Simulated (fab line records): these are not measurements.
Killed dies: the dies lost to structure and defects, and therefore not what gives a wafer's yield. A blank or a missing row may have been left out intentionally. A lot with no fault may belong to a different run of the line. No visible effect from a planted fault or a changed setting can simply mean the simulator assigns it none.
Matching of chambers    flow nand-harc    NHARC_A_SGD_CUT_ETCHBACK_24 on rie-diel-06 has 4 sister chambers
The step etches the open film in CH3F/O2, target depth 50 nm, time 92.857 s. 14 wafers are shown with their chamber, then 7 later ones without.

WAFERS, EACH WITH ITS CHAMBER
wafer   chamber  showerhead-plenum-p-Torr (Torr)  rf-vpp-V (V)  oes-product-au (a.u.)
L075.4  1        2.34                             243.7         0.94
L075.5  0        2.55                             243.4         0.91
L075.6  1        2.34                             242.4         0.94
L077.1  1        2.34                             244.8         1.01
L077.5  3        2.54                             246.0         0.98
L077.6  2        2.57                             245.7         0.99
L079.1  1        2.34                             242.2         0.94
L079.3  0        2.55                             246.0         0.92
L079.4  2        2.57                             245.1         0.93
L084.2  3        2.54                             245.3         0.99
L084.4  2        2.57                             246.2         1.00
L084.6  2        2.57                             246.3         0.99
L090.1  3        2.53                             245.3         0.92
L090.2  2        2.57                             246.7         0.92

SIGNATURES, as means of the wafers listed above
reading                   chamber 0  chamber 1  chamber 2  chamber 3  scatter within a chamber
showerhead-plenum-p-Torr  2.5500     2.3400     2.5700     2.5367     0.00258
rf-vpp-V                  244.700    243.275    246.000    245.533    0.983
oes-product-au            0.9150     0.9575     0.9660     0.9633     0.0351
Rule: distance of a wafer from a chamber = root of the sum over the readings of ((wafer's reading minus chamber's mean) / reading's scatter) squared. The wafer belongs to the nearest chamber; if the next one is less than 2 further off, it can't be placed. How the scatter is found: for the shown wafers, subtract from each reading the mean of its chamber, square and add these, divide the total by (wafers less chambers), then take the root.

WAFERS MISSING THEIR CHAMBER
wafer   showerhead-plenum-p-Torr (Torr)  rf-vpp-V (V)  oes-product-au (a.u.)
L090.4  2.55                             245.7         0.91
L094.1  2.57                             244.5         1.00
L094.2  2.55                             244.7         1.00
L094.6  2.55                             245.1         0.99
L095.3  2.57                             245.0         1.00
L095.5  2.53                             245.5         1.00
L095.6  2.55                             245.3         0.98

WHICH CHAMBER EACH ONE RAN IN
wafer   from the rows above  in truth
L090.4  0                    0
L094.1  2                    2
L094.2  0                    0
L094.6  0                    0
L095.3  2                    2
L095.5  3                    3
L095.6  0                    0
Correctly placed: 7 of 7. From these rows, 0 cannot be placed. 0 placed wrongly.
